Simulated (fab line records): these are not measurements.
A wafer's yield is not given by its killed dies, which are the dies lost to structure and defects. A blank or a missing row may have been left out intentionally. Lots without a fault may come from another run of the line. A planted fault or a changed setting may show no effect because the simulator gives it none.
Chamber matching | flow nandHarc | 3 sister chambers for NHARC_P_M2_DEP_33 on pecvd-01
The step deposits SiCN, target thk 30 nm. 18 wafers are shown with their chamber, then 9 later ones without.

== WAFERS WITH THEIR CHAMBER ==
wafer  | chamber | heaterPowerW (W)
L306.2 | 1       | 638
L306.3 | 2       | 595
L306.4 | 1       | 654
L308.1 | 2       | 638
L308.2 | 0       | 412
L308.6 | 0       | 420
L309.2 | 0       | 463
L309.4 | 0       | 452
L309.6 | 1       | 647
L311.1 | 1       | 663
L311.4 | 2       | 601
L311.5 | 0       | 409
L315.1 | 1       | 565
L315.3 | 2       | 580
L315.5 | 1       | 582
L316.2 | 2       | 659
L316.3 | 0       | 462
L316.6 | 1       | 620

SIGNATURES, as means of the wafers listed above
reading      | chamber 0 | chamber 1 | chamber 2 | scatter within a chamber
heaterPowerW | 436.33    | 624.14    | 614.60    | 32.6
Rule: a wafer's distance from a chamber is the root of the sum, over the readings, of the square of ((its reading less the chamber's mean) divided by the reading's scatter). The wafer belongs to the nearest chamber; if the next one is less than 2 further off, it can't be placed. The scatter is the square root of a quotient: the sum, over the shown wafers, of each reading's squared deviation from its chamber's mean, divided by wafers minus chambers.

== WAFERS MISSING THEIR CHAMBER ==
wafer  | heaterPowerW (W)
L317.1 | 638
L317.3 | 411
L317.4 | 417
L322.4 | 459
L322.5 | 634
L322.6 | 665
L324.1 | 578
L324.4 | 472
L324.5 | 728

== WHICH CHAMBER EACH ONE RAN IN ==
wafer  | from the rows above     | in truth
L317.1 | can't be placed: 1 or 2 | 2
L317.3 | 0                       | 0
L317.4 | 0                       | 0
L322.4 | 0                       | 0
L322.5 | can't be placed: 1 or 2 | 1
L322.6 | can't be placed: 1 or 2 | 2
L324.1 | can't be placed: 2 or 1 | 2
L324.4 | 0                       | 0
L324.5 | can't be placed: 1 or 2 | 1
Correctly placed: 4 of 9. These rows do not allow placing 5 (true chamber among the candidates in 5). Number placed wrongly: 0.
